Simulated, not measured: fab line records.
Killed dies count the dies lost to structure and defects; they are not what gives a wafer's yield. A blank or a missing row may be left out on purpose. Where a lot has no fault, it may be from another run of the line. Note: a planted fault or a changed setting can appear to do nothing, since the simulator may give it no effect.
8D (eight disciplines) problem report, filled in by code -- flow nand-harc -- the parts of the form that need people (team, actions taken, sign-off) are left out

1. PROBLEM STATEMENT
Wafers without a fault read 128.4 s, standard deviation 0.54; run-length-s at NHARC_A_STAIRCASE_ETCH_169 reads a mean of 147.5 s on 5 wafers belonging to 3 lots. That is +35 standard deviations from the usual mean.
The step: etches the open film in CH3F/O2, target depth 50 nm, time 107.1 s.
Seen first at day 19 22:56 on rie-diel-09, wafer L540.2. Wafers with a number at this step in the record: 34, from 12 lots. Rule for "out", or "out of limits": more than 4 standard deviations from the usual mean. Any other wafer with a number is counted as sound.

2. WHAT IT IS, AND WHAT IT ISN'T
question,is,is not
which readings at this step,run-length-s,"drypump-motor-current-A, o2-flow-sccm, oes-product-au, rf-vpp-V, showerhead-plenum-p-Torr, throttle-valve-pct"
which lots,"L540, L541, L542","L529, L533, L534, L536, L537, L538, L548, L550, L552"
which wafers of those lots,"L540.2, L540.3, L541.2, L542.2, L542.3","L540.5, L541.6"
read on which tools,rie-diel-09,"rie-diel-01, rie-diel-05"
when,from day 19 22:56,"up to then (19 sound wafers); but 10 sound wafers of L541, L548, L550, L552 came after"

3. WHAT RULES OUT EACH SUSPECT
Counting: a tool at a process step up to the reading stays a suspect if it ran every lot that is out. Sound lots after the first of them don't rule it out here, since some wafers of a struck lot are sound.
- rie-diel-09 at NHARC_A_STAIRCASE_ETCH_169 (etches the open film in CH3F/O2, target depth 50 nm, time 107.1 s): kept. It ran every lot that is out, first L540 (day 19 22:56); its last sound lot up to then is L537 (day 18 23:19). Its own readings are out on those wafers: run-length-s.
Remaining after the count: rie-diel-09 at NHARC_A_STAIRCASE_ETCH_169.

4. THE CAUSE (what the simulator had put in)
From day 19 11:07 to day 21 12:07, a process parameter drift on rie-diel-09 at NHARC_A_STAIRCASE_ETCH_169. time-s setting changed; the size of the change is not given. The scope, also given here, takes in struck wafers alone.
This tool alone remained once counting was done.

5. THE EFFECT CHAIN, in route order
Rows list readings where the struck wafers' mean (over those with a number) sits beyond 3 standard deviations from the usual. Scope: only readings with a usual standard deviation given in the record; hours: median across lots of the time from each lot's start at the first step in this table that gives one to its start at this step; sigmas: change in usual standard deviations.
hours,step,reading,usual,on struck wafers,change,sigmas
0,NHARC_A_STAIRCASE_ETCH_169,run-length-s,128.4 s,147.5,+19.1,+35
Its process steps:
- NHARC_A_STAIRCASE_ETCH_169: etches the open film in CH3F/O2, target depth 50 nm, time 107.1 s.

6. HOW IT WOULD HAVE BEEN CAUGHT EARLIER
In this record no reading fell out of limits until day 19 22:56, 12 hours after the fault had begun at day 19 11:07.
